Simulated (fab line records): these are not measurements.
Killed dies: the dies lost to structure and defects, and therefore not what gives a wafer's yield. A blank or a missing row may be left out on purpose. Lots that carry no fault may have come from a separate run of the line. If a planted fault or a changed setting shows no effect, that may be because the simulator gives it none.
Chamber matching + flow nand harc + rie diel-04 running NHARC_A_STAIRCASE_TRIM_12: 4 sister chambers
The step chemistry O2, time 211.2 s. 14 wafers are shown with their chamber, then 7 later ones without.

## WAFERS, EACH WITH ITS CHAMBER
| wafer  | chamber | drypump motor current A (A) | showerhead plenum p Torr (Torr) | oes product au (a.u.) |
|--------|---------|-----------------------------|---------------------------------|-----------------------|
| L074.1 | 3       | 6.7                         | 3.39                            | 0.996                 |
| L074.4 | 1       | 5.0                         | 3.51                            | 0.997                 |
| L074.5 | 0       | 6.0                         | 3.62                            | 1.005                 |
| L082.2 | 1       | 5.0                         | 3.50                            | 1.002                 |
| L082.3 | 0       | 5.9                         | 3.61                            | 0.994                 |
| L082.6 | 0       | 5.9                         | 3.61                            | 1.016                 |
| L081.1 | 1       | 5.0                         | 3.50                            | 1.000                 |
| L081.4 | 0       | 5.9                         | 3.61                            | 0.995                 |
| L081.6 | 2       | 5.4                         | 3.50                            | 0.983                 |
| L085.1 | 2       | 5.4                         | 3.49                            | 0.990                 |
| L085.3 | 0       | 6.0                         | 3.60                            | 0.996                 |
| L085.6 | 2       | 5.4                         | 3.50                            | 0.987                 |
| L089.1 | 0       | 5.9                         | 3.60                            | 0.997                 |
| L089.4 | 3       | 6.7                         | 3.38                            | 0.991                 |

SIGNATURES, as means of the wafers listed above
| reading                  | chamber 0 | chamber 1 | chamber 2 | chamber 3 | scatter within a chamber |
|--------------------------|-----------|-----------|-----------|-----------|--------------------------|
| drypump motor current A  | 5.933     | 5.000     | 5.400     | 6.700     | 0.0365                   |
| showerhead plenum p Torr | 3.6083    | 3.5033    | 3.4967    | 3.3850    | 0.00683                  |
| oes product au           | 1.00050   | 0.99967   | 0.98667   | 0.99350   | 0.00644                  |
Rule: distance of a wafer from a chamber = root of the sum over the readings of ((wafer's reading minus chamber's mean) / reading's scatter) squared. If the next closest chamber is less than 2 further off than the closest, the wafer can't be placed; otherwise it belongs to the closest. How the scatter is found: for the shown wafers, subtract from each reading the mean of its chamber, square and add these, divide the total by (wafers less chambers), then take the root.

## WAFERS WITH NO CHAMBER GIVEN
| wafer  | drypump motor current A (A) | showerhead plenum p Torr (Torr) | oes product au (a.u.) |
|--------|-----------------------------|---------------------------------|-----------------------|
| L089.5 | 5.0                         | 3.49                            | 1.000                 |
| L090.1 | 5.9                         | 3.60                            | 1.001                 |
| L090.3 | 5.4                         | 3.49                            | 0.999                 |
| L090.6 | 5.4                         | 3.49                            | 0.988                 |
| L094.4 | 6.7                         | 3.37                            | 0.990                 |
| L094.5 | 5.9                         | 3.59                            | 0.991                 |
| L094.6 | 6.7                         | 3.37                            | 1.005                 |

## WHICH CHAMBER EACH ONE RAN IN
| wafer  | from the rows above | in truth |
|--------|---------------------|----------|
| L089.5 | 1                   | 1        |
| L090.1 | 0                   | 0        |
| L090.3 | 2                   | 2        |
| L090.6 | 2                   | 2        |
| L094.4 | 3                   | 3        |
| L094.5 | 0                   | 0        |
| L094.6 | 3                   | 3        |
Placed correctly: 7 of 7. Not placeable from these rows: 0. 0 placed wrongly.
